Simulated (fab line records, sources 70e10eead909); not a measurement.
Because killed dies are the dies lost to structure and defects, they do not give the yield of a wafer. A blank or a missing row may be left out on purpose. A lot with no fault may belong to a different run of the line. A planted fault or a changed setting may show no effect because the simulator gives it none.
Comparing a struck lot with a sound one    flow nand-harc    24 out of 1302 route steps
Sound: these wafers, L287.3, L287.4, L287.6. Wafers struck: L309.2, L309.4, L309.5. The cause is named last.
Order at every step that has rows: each side's tool, ch and its chambers, its first start. Under that, the readings that differ: sound wafers    struck wafers    difference of the means    sigmas: that difference in standard deviations of wafers without a fault.
alike: readings whose means differ by less than 2 such deviations, and words and numbers that are the same on both sides. not compared: withheld readings, readings that some wafer has no value for, bounds like >300 that may hide the same value, and numbers for which the record gives no deviation and whose values overlap.
A row with sigmas, a row that says differs or no value, or rows on one side alone: a step with any of these is where the two part. Numbers that don't overlap but have no deviation are shown without sigmas and don't part them. Lack of a reading on every wafer of one side parts them only where that side has two or more wafers.

NHARC_P_M0_INSPECT_27:
  struck on defect-inspect-02, day 16 01:29; sound on defect-inspect-02, day 6 17:01
  alike: raw-defect-count
NHARC_P_M0_PRE_CLEAN_31: time 12 s.
  sound on pecvd-04 ch 0,1,2, day 6 17:06; struck on pecvd-01 ch 0,1,2, day 16 01:34
  alike: heater-power-w
NHARC_P_M0_DEP_32: deposits SiCN, target thk 30 nm.
  sound on pecvd-04 ch 0,1,2, day 6 17:13; struck on pecvd-01 ch 0,1,2, day 16 01:41
  alike: heater-power-w
then, 8 steps without rows for these wafers: NHARC_P_M1_DEP_00 (deposits SiOC, target thk 182.5 nm); NHARC_P_M1_DEHYDRATE_01 (time 120 s); NHARC_P_M1_HMDS_02 (time 30 s); NHARC_P_M1_COAT_34 (time 65 s); NHARC_P_M1_COAT_03 (resist thk 90 nm); NHARC_P_M1_SOFTBAKE_04 (time 55 s); NHARC_P_M1_EBR_05; NHARC_P_M1_EXPOSE_06 (exposes mask P M1, target cd 130 nm).
NHARC_P_M1_PEB_07: peb time 65 s.
  sound on litho-track-04 ch 0, day 6 18:13; struck on litho-track-04 ch 0, day 16 02:41
reading                   sound                 struck                difference  sigmas
heater-power-total-W (W)  156.3 156.0 156.4     161.8 163.1 162.7     +6.3        +15
plate-temp-C (C)          100.02 100.01 100.05  102.66 102.92 102.87  +2.79       +21
then, 1 step without rows for these wafers: NHARC_P_M1_DEVELOP_08 (develop time 35 s).
NHARC_P_M1_CD_MEAS_09: target cd 130 nm.
  sound on cd-sem-01 ch 0, day 6 18:17; struck on cd-sem-01 ch 0, day 16 02:46
reading     sound              struck             difference  sigmas
cd-nm (nm)  130.4 130.8 131.6  139.9 139.8 139.7  +8.9        +11
NHARC_P_M1_OVL_MEAS_10: pitch 260 nm.
  struck on overlay-02, day 16 02:50; sound on overlay-02, day 6 18:23
  alike: overlay-x-nm, overlay-y-nm
NHARC_P_M1_INSPECT_11:
  struck on defect-inspect-02, day 16 02:53; sound on defect-inspect-02, day 6 18:25
  alike: raw-defect-count
NHARC_P_M1_DESCUM_14: chemistry O2, time 3 s.
  sound on rie-diel-03 ch 2,3, day 6 18:28; struck on rie-diel-03 ch 0,3, day 16 02:56
reading                sound              struck             difference  sigmas
model.P_M1.cd-nm (nm)  129.8 131.8 130.5  139.3 139.5 139.6  +8.8        
  alike: drypump-motor-current-A, oes-product-au, rf-vpp-V, showerhead-plenum-p-Torr, throttle-valve-pct
  not compared: rf-hours-counter-h
NHARC_P_M1_ETCH_35: etches the open film in N2/H2, target depth 40 nm, overetch 12 nm, time 43.94 s.
  sound on rie-diel-03 ch 0,1,3, day 6 18:34; struck on rie-diel-03 ch 0,1,2, day 16 03:02
  alike: drypump-motor-current-A, h2-flow-sccm, n2-flow-sccm, oes-product-au, rf-vpp-V, showerhead-plenum-p-Torr, throttle-valve-pct
  not compared: rf-hours-counter-h
NHARC_P_M1_ETCH_15: etches the open film in C4F8/Ar, target depth 182.5 nm, time 91.2 s.
  sound: rie-diel-03 ch 1,2; struck: rie-diel-03 ch 0,2,3
  alike: oes-product-au, rf-vpp-V
  not compared: rf-hours-counter-h
NHARC_P_M1_CD_MEAS_16:
  struck on cd-sem-02, day 16 03:15; sound on cd-sem-01, day 6 18:47
reading     sound              struck             difference  sigmas
cd-nm (nm)  131.0 131.6 130.9  138.7 139.2 138.7  +7.7        +6
NHARC_P_M1_STRIP_18: strips in N2/H2.
  sound on rie-diel-11 ch 0,1,3, day 6 18:54; struck on rie-diel-03 ch 0,3, day 16 03:20
  alike: drypump-motor-current-A, h2-flow-sccm, n2-flow-sccm, oes-product-au, rf-vpp-V, showerhead-plenum-p-Torr, throttle-valve-pct
  not compared: rf-hours-counter-h
NHARC_P_M1_ETCH_28: etches the open film in CF4/N2, target depth 30 nm, time 72.99 s.
  sound: rie-diel-11 ch 1,3; struck: rie-diel-03 ch 1,2,3
reading                sound              struck           difference  sigmas
model.P_M1.cd-nm (nm)  131.6 131.9 131.3  139.2 138.7 139  +7.4        
  alike: drypump-motor-current-A, n2-flow-sccm, oes-product-au, rf-vpp-V, showerhead-plenum-p-Torr, throttle-valve-pct
  not compared: rf-hours-counter-h
then, 1 step without rows for these wafers: NHARC_P_M1_STRIP_19 (strips in post etch residue remover, time 600 s).
NHARC_END_SORT_01:
  the record has rows for the sound wafers here (prober-01 ch 0, day 24 20:07) and none for the struck ones

## WHERE THEY PART
At NHARC_P_M1_PEB_07 first; at NHARC_END_SORT_01 last (within this record only).

WHY: whatever the simulator had introduced
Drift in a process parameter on litho-track-04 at NHARC_P_M1_PEB_07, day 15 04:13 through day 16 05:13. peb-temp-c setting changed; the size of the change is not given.
